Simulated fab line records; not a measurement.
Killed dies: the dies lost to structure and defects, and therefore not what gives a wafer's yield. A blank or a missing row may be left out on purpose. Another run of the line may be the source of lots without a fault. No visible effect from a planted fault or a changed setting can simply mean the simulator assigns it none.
Struck lot and sound lot, side by side / flow n5 finfet / 16 steps out of a route of 1938
Sound: wafers L294.2, L294.3, L294.4. Struck: wafer L286.6 (left out: L286.1, a lot-mate that was not struck); the cause follows at the end.
For every step that has rows: the tool of each side, followed by ch and its chambers, followed by its first start. Under that, the readings that differ: sound wafers / struck wafers / difference of the means / sigmas: that difference in standard deviations of wafers without a fault.
alike: readings whose means differ by less than 2 such deviations, and words and numbers that are the same on both sides. not compared: withheld readings, readings that some wafer has no value for, bounds like >300 that may hide the same value, and numbers for which the record gives no deviation and whose values overlap.
A row with sigmas, a row that says differs or no value, or rows on one side alone: a step with any of these is where the two part. Non-overlapping numbers with no deviation appear without sigmas and do not part them. A reading missing from all wafers of one side parts the sides only when that side holds two or more wafers.

first, 1 step without rows for these wafers: N5_HKMG_FIN_STRIP_33 (strips in N2/H2).
N5_HKMG_FIN_STRIP_34: strips in CF4.
  sound on rie diel-02 ch 0,2,3, day 8 00:37; struck on rie diel-01 ch 0, day 6 03:07
  alike: drypump motor current A, oes product au, power w, rf vpp V, showerhead plenum p Torr, throttle valve pct
  not compared: rf fwd power W, rf hours counter h
then, 1 step without rows for these wafers: N5_HKMG_FIN_ETCH_35 (etches SOC in N2/H2, target depth 215.8 nm, time 243.4 s).
N5_HKMG_FIN_STRIP_92: strips SOC in N2/H2, time 20 s.
  sound on rie diel-02 ch 0,2,3, day 8 00:47; struck on rie diel-01 ch 0, day 6 03:17
reading=rf vpp V (V); sound=54.0 53.5 55.7; struck=52.3; difference=-2.1; sigmas=-2
  alike: drypump motor current A, oes product au, power w, rf fwd power W, showerhead plenum p Torr, throttle valve pct
  not compared: rf hours counter h
then, 4 steps without rows for these wafers: N5_HKMG_FIN_WET_ETCH_18 (etches TiN in SC1, time 55 s, target depth 5.2 nm, rinse time 30 s); N5_HKMG_FIN_STRIP_19 (strips in N2/H2, time 360 s); N5_HKMG_FIN_ALD_91 (deposits TiN, target thk 1 nm, pulse time 1 s, purge time 3 s); N5_HKMG_FIN_COAT_85 (time 60 s, resist thk 300 nm).
N5_HKMG_FIN_ETCH_86: etches SOC in N2/H2, stops on TiN, target depth 393.2 nm.
  sound on rie diel-05 ch 0,1,2, day 8 01:40; struck on rie diel-01 ch 3, day 6 04:12
  alike: drypump motor current A, oes product au, rf fwd power W, rf vpp V, showerhead plenum p Torr, throttle valve pct
  not compared: rf hours counter h
N5_HKMG_FIN_STRIP_89: strips SOC in N2/H2, time 20 s.
  sound on rie diel-05 ch 0,1,2, day 8 01:43; struck on rie diel-01 ch 3, day 6 04:16
  alike: drypump motor current A, oes product au, power w, rf fwd power W, rf vpp V, showerhead plenum p Torr, throttle valve pct
  not compared: rf hours counter h
then, 2 steps without rows for these wafers: N5_HKMG_FIN_WET_ETCH_87 (etches TiN in SC1, time 154.2 s, target depth 4.7 nm, rinse time 30 s); N5_HKMG_FIN_STRIP_88 (strips in N2/H2, time 360 s).
N5_HKMG_FIN_NWFM_ALD_20: deposits TiAlC, target thk 2 nm, pulse time 3 s, purge time 2 s.
  sound on ald metal-01 ch 0,1,3, day 8 02:17; struck on ald metal-02 ch 3, day 6 04:50
reading=co reactant pulse time s (s); sound=10 10 10; struck=9.3052; difference=-0.6948; sigmas=
  alike: heater power w, precursor pulse height rel
N5_HKMG_FIN_ALD_71: deposits TiN, target thk 1 nm, pulse time 1 s, purge time 3 s.
  sound on ald metal-01 ch 0,1,3, day 8 02:23; struck on ald metal-02 ch 3, day 6 04:56
  alike: heater power w, precursor pulse height rel
  not compared: co reactant pulse time s
-- here the record skips 4 days between the struck wafers' starts before and after, leaving off in module HKMG_FIN and picking up in module BEOL_M4 (first step shown: number 1111 of the route) --
N5_BEOL_M4_RC_MEAS_101:
  sound on prober-02 ch 0, day 12 11:51; struck on prober-02 ch 0, day 10 07:34
  alike: DIBL_N, DIBL_P, IOFF_N, IOFF_P, ION_N, ION_P, SS_N, SS_P, VT_N, VT_P
-- a jump in the record: the struck wafers' starts before and after are 5 days apart (it breaks off in module BEOL_M4 and resumes in module PASSIVATION, where the first step shown is number 1936 of the route) --
N5_PASSIVATION_PROBE_49:
  struck on prober-02, day 15 02:01; sound on prober-02, day 16 15:19
reading=killed_at_M4_up; sound=17 12 14; struck=4; difference=-10; sigmas=-2
reading=killed open; sound=86 73 61; struck=50; difference=-23; sigmas=-2
reading=sort_bin_4_leakage (%); sound=0.34 0 0; struck=0; difference=+0; sigmas=-4
  alike: defect limited yield, killed_at_M0_to_M3, killed at contacts, killed at front end, killed at other, killed dies, killed short, sort_bin_5_function, sort_bin_6_memory, sort_bin_8_speed, sort n pass, sort yield pct

== WHERE THEY PART ==
Earliest at N5_HKMG_FIN_STRIP_92; latest, in this record, at N5_PASSIVATION_PROBE_49.

WHY: what had been put in by the simulator
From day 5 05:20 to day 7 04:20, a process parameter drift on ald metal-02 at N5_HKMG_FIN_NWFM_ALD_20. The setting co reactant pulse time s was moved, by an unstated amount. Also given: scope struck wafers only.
